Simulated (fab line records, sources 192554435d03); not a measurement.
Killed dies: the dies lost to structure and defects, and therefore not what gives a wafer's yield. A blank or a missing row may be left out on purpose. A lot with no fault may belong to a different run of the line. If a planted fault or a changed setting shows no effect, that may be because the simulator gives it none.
Which tool is to blame? | flow n5 finfet | 10 lots, 27 wafers sampled, at 5 steps of a route of 1938

== WHAT EACH GAUGE READ, for each wafer ==
N5_MOL_CONTACT_COAG_INSPECT_10: inspects for defects (brightfield). Usual: raw defect count reads 74 (standard deviation 27).
lot  | measured    | on                | raw defect count | flag
L927 | day 4 20:38 | defect inspect-01 | 57 31 48         |
L928 | day 5 02:29 | defect inspect-01 | 60 41 45         |
L929 | day 5 11:52 | defect inspect-01 | 54 59 86         |
L930 | day 5 17:50 | defect inspect-02 | 54 44 58         |
L935 | day 6 13:38 | defect inspect-02 | 70 55 51         |
L936 | day 6 22:02 | defect inspect-02 | 57 55 92         |
L942 | day 8 10:59 | defect inspect-02 | 70 96            |
L945 | day 9 04:16 | defect inspect-02 | 89 89 79         |
L946 | day 9 13:30 | defect inspect-02 | 50 57            |
L948 | day 9 23:36 | defect inspect-02 | 57 180           |

N5_BEOL_M4_RC_MEAS_101. Usual: DIBL_N 36.5 mV/V, standard deviation 2.2; DIBL_P 36.9 mV/V, standard deviation 2.9; IOFF_N 0.17 nA/um, standard deviation 0.044; IOFF_P 0.22 nA/um, standard deviation 0.052; ION_N 671 uA/um, standard deviation 16; ION_P 461 uA/um, standard deviation 10; SS_N 71.6 mV/dec, standard deviation 0.73; SS_P 73.5 mV/dec, standard deviation 0.79; VT_N 250 mV, standard deviation 4.1; VT_P -250 mV, standard deviation 4.1.
lot  | measured     | on        | DIBL_N (mV/V)  | DIBL_P (mV/V)  | IOFF_N (nA/um) | IOFF_P (nA/um) | ION_N (uA/um) | ION_P (uA/um) | SS_N (mV/dec)  | SS_P (mV/dec)  | VT_N (mV)   | VT_P (mV)      | flag
L927 | day 8 10:38  | prober-01 | 34.2 35.1 32.4 | 34.7 37.1 30.0 | 0.12 0.13 0.09 | 0.16 0.19 0.10 | 667 674 647   | 455 463 440   | 70.9 71.0 70.4 | 72.1 72.9 71.1 | 253 252 260 | -255 -254 -262 |
L928 | day 9 04:32  | prober-02 | 35.9 36.7 35.2 | 36.2 36.3 36.0 | 0.15 0.15 0.14 | 0.21 0.20 0.21 | 666 656 664   | 459 453 461   | 70.7 71.3 71.9 | 73.0 73.7 73.2 | 249 250 253 | -249 -252 -248 |
L929 | day 9 11:28  | prober-01 | 34.2 37.0 35.7 | 34.5 38.1 37.1 | 0.11 0.16 0.13 | 0.18 0.22 0.21 | 655 655 668   | 451 448 463   | 71.1 72.2 71.2 | 72.1 73.3 72.9 | 258 250 252 | -254 -252 -251 |
L930 | day 9 15:00  | prober-01 | 37.2 35.6 36.1 | 35.2 36.2 35.9 | 0.16 0.14 0.15 | 0.19 0.22 0.22 | 653 658 670   | 439 462 457   | 72.2 71.2 71.4 | 72.8 72.7 73.2 | 253 254 253 | -253 -250 -251 |
L935 | day 11 02:48 | prober-01 | 35.8 37.1 34.8 | 35.2 38.6 32.0 | 0.14 0.16 0.13 | 0.19 0.24 0.14 | 669 652 638   | 454 453 436   | 71.9 72.5 72.4 | 73.4 73.8 72.6 | 253 248 258 | -253 -250 -258 |
L936 | day 10 18:16 | prober-01 | 38.5 42.5 39.5 | 37.3 43.5 39.5 | 0.19 0.31 0.23 | 0.25 0.40 0.30 | 694 705 695   | 466 483 477   | 72.3 72.5 72.6 | 73.6 75.3 73.9 | 247 241 247 | -248 -241 -245 |
L942 | day 13 03:30 | prober-01 | 38.2 37.5      | 39.8 38.9      | 0.20 0.18      | 0.25 0.24      | 684 670       | 468 459       | 72.4 72.2      | 73.7 73.6      | 249 249     | -249 -251      |
L945 | day 13 09:13 | prober-01 | 32.5 40.5 35.3 | 32.7 41.8 35.7 | 0.11 0.22 0.14 | 0.14 0.26 0.18 | 658 677 657   | 455 461 453   | 69.8 72.3 70.3 | 71.9 75.3 73.5 | 252 247 251 | -255 -249 -253 |
L946 | day 13 09:28 | prober-02 | 34.6 36.5      | 34.3 37.3      | 0.13 0.18      | 0.16 0.20      | 652 669       | 445 453       | 71.5 71.7      | 72.7 73.7      | 253 245     | -253 -250      |
L948 | day 14 06:13 | prober-02 | 38.1 36.0      | 37.4 34.1      | 0.16 0.12      | 0.24 0.16      | 648 654       | 447 448       | 71.6 71.5      | 74.0 72.8      | 252 256     | -250 -254      |

== TOOL THAT RAN EACH LOT (tool first, then ch and the chambers of the sampled wafers, then the start) ==
lot  | N5_GATE_CUT_STRIP_42              | N5_GATE_CUT_CUT_ETCH_53          | N5_MOL_CONTACT_COAG_COAT_58
L927 | rie diel-01 ch 0,1, day 4 16:19   | rie metal-03 ch 0,1, day 4 16:28 | litho track-03 ch 0, day 4 20:17
L928 | rie diel-01 ch 2,3, day 4 22:38   | rie metal-01 ch 0,1, day 4 22:47 | litho track-03 ch 0, day 5 02:08
L929 | rie diel-04 ch 1,3, day 5 08:19   | rie metal-01 ch 0,1, day 5 08:31 | litho track-04 ch 0, day 5 11:31
L930 | rie diel-04 ch 0,1, day 5 14:12   | rie metal-01 ch 0,1, day 5 14:21 | litho track-01 ch 0, day 5 17:22
L935 | rie diel-04 ch 0,2,3, day 6 09:55 | rie metal-01 ch 0,1, day 6 10:04 | litho track-03 ch 0, day 6 13:17
L936 | rie diel-04 ch 2,3, day 6 18:31   | rie metal-02 ch 0,1, day 6 18:41 | litho track-03 ch 0, day 6 21:41
L942 | rie diel-03 ch 1,3, day 8 07:20   | rie metal-03 ch 0,1, day 8 07:30 | litho track-01 ch 0, day 8 10:36
L945 | rie diel-04 ch 0,1,3, day 9 00:28 | rie metal-03 ch 0,1, day 9 00:37 | litho track-04 ch 0, day 9 03:47
L946 | rie diel-04 ch 2,3, day 9 09:29   | rie metal-03 ch 0,1, day 9 09:39 | litho track-01 ch 0, day 9 13:01
L948 | rie diel-03 ch 2,3, day 9 20:05   | rie metal-03 ch 0,1, day 9 20:15 | litho track-01 ch 0, day 9 23:15
- N5_GATE_CUT_STRIP_42: strips in O2.
- N5_GATE_CUT_CUT_ETCH_53: etches W in SF6/Cl2, target depth 79.2 nm.
- N5_MOL_CONTACT_COAG_COAT_58: time 60 s, resist thk 10 nm.

== WHAT THE TOOLS THEMSELVES READ (means of the sampled wafers that have a number; where no wafer has one, the mark that the record gives instead) ==
N5_GATE_CUT_STRIP_42. Usual: drypump motor current A 5.5 A, standard deviation 0.46; oes product au 0.81 a.u., standard deviation 0.099; rf vpp V 3.6 V, standard deviation 0.47; showerhead plenum p Torr 2.08 Torr, standard deviation 0.071; throttle valve pct 16.69 %, standard deviation 0.21.
lot  | tool        | drypump motor current A (A) | oes product au (a.u.) | rf vpp V (V) | showerhead plenum p Torr (Torr) | throttle valve pct (%) | flag
L927 | rie diel-01 | 5.3                         | 0.73                  | 3.3          | 2.00                            | 16.99                  |
L928 | rie diel-01 | 5.6                         | 0.68                  | 3.2          | 2.13                            | 16.76                  |
L929 | rie diel-04 | 6.1                         | 0.79                  | 3.6          | 2.09                            | 16.71                  |
L930 | rie diel-04 | 5.4                         | 0.93                  | 3.6          | 2.11                            | 16.55                  |
L935 | rie diel-04 | 5.5                         | 0.81                  | 3.3          | 2.06                            | 16.62                  |
L936 | rie diel-04 | 5.8                         | 0.76                  | 4.1          | 2.05                            | 16.70                  |
L942 | rie diel-03 | 5.9                         | 0.78                  | 3.4          | 2.06                            | 16.81                  |
L945 | rie diel-04 | 5.8                         | 0.82                  | 4.1          | 2.09                            | 16.67                  |
L946 | rie diel-04 | 5.6                         | 0.72                  | 3.8          | 2.03                            | 16.71                  |
L948 | rie diel-03 | 5.7                         | 0.81                  | 3.8          | 2.07                            | 16.66                  |

N5_GATE_CUT_CUT_ETCH_53. Usual: drypump motor current A 5.7 A, standard deviation 0.42; etch rf on time s 26.5 s, standard deviation 0.73; he backside leak sccm 3.38 sccm, standard deviation 0.28; oes product au 0.67 a.u., standard deviation 0.096; rf fwd power W 878.5 W, standard deviation 2.9; throttle valve pct 28.9 %, standard deviation 0.37.
lot  | tool         | drypump motor current A (A) | etch rf on time s (s) | he backside leak sccm (sccm) | oes product au (a.u.) | rf fwd power W (W) | throttle valve pct (%) | flag
L927 | rie metal-03 | 5.9                         | 26.0                  | 3.42                         | 0.79                  | 875.7              | 28.5                   |
L928 | rie metal-01 | 5.9                         | 27.2                  | 3.22                         | 0.57                  | 877.5              | 29.2                   |
L929 | rie metal-01 | 5.5                         | 27.0                  | 3.18                         | 0.56                  | 878.9              | 29.0                   |
L930 | rie metal-01 | 5.9                         | 27.0                  | 4.11                         | 0.57                  | 880.8              | 29.2                   |
L935 | rie metal-01 | 5.5                         | 27.0                  | 3.11                         | 0.56                  | 878.4              | 29.1                   |
L936 | rie metal-02 | 5.7                         | 26.2                  | 3.58                         | 0.65                  | 879.1              | 29.2                   |
L942 | rie metal-03 | 5.8                         | 26.1                  | 3.63                         | 0.77                  | 880.1              | 28.6                   |
L945 | rie metal-03 | 5.6                         | 26.0                  | 3.33                         | 0.76                  | 883.0              | 28.6                   |
L946 | rie metal-03 | 5.8                         | 26.2                  | 3.58                         | 0.75                  | 883.0              | 28.6                   |
L948 | rie metal-03 | 5.8                         | 26.6                  | 3.42                         | 0.74                  | 880.3              | 28.6                   |

N5_MOL_CONTACT_COAG_COAT_58. Usual: spin speed rpm reads 1499.9 rpm (standard deviation 0.97).
lot  | tool           | spin speed rpm (rpm) | flag
L927 | litho track-03 | 1500.1               |
L928 | litho track-03 | 1499.7               |
L929 | litho track-04 | 1500.5               |
L930 | litho track-01 | 1500.3               |
L935 | litho track-03 | 1623.8               | OFF
L936 | litho track-03 | 1623.7               | OFF
L942 | litho track-01 | 1499.6               |
L945 | litho track-04 | 1500.3               |
L946 | litho track-01 | 1500.6               |
L948 | litho track-01 | 1501.0               |

== THE ANSWER, worked out from the rows above alone ==
Rule: a lot counts as off when the mean over its wafers that have a number is more than 3 standard deviations away from the usual mean. A lot without any number at a reading at which 4 lots or more have one is off too. All remaining lots with rows at the step are treated as sound. First the gauges in route order, then the tools' own readings, where a lot's mean is used as printed above. The first step at which some lot is off is used, and at that step the reading that is off furthest; a lot without a number counts as furthest.
Off: L935, L936, at N5_MOL_CONTACT_COAG_COAT_58 (spin speed rpm).
If a tool, at that step or one of the process steps before it, ran each lot that is off and ran no sound lot following the first of them, it fits. One candidate fits, namely litho track-03 at N5_MOL_CONTACT_COAG_COAT_58. Its last sound lot is L928 (day 5 02:08), its first lot that is off L935 (day 6 13:17): a fault that began between those two fits.
On the lots that are off, the tool's own readings at N5_MOL_CONTACT_COAG_COAT_58 differ by more than 5 times the standard deviation of the sound lots' means, which bears it out; spin speed rpm reads 1623.8 rpm there versus 1500.3 rpm on the sound lots.

== WHAT WAS PUT IN BY THE SIMULATOR ==
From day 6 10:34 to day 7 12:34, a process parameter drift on litho track-03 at N5_MOL_CONTACT_COAG_COAT_58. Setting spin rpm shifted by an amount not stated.
Struck lots among those shown: L935, L936. Same finding as the rule above.
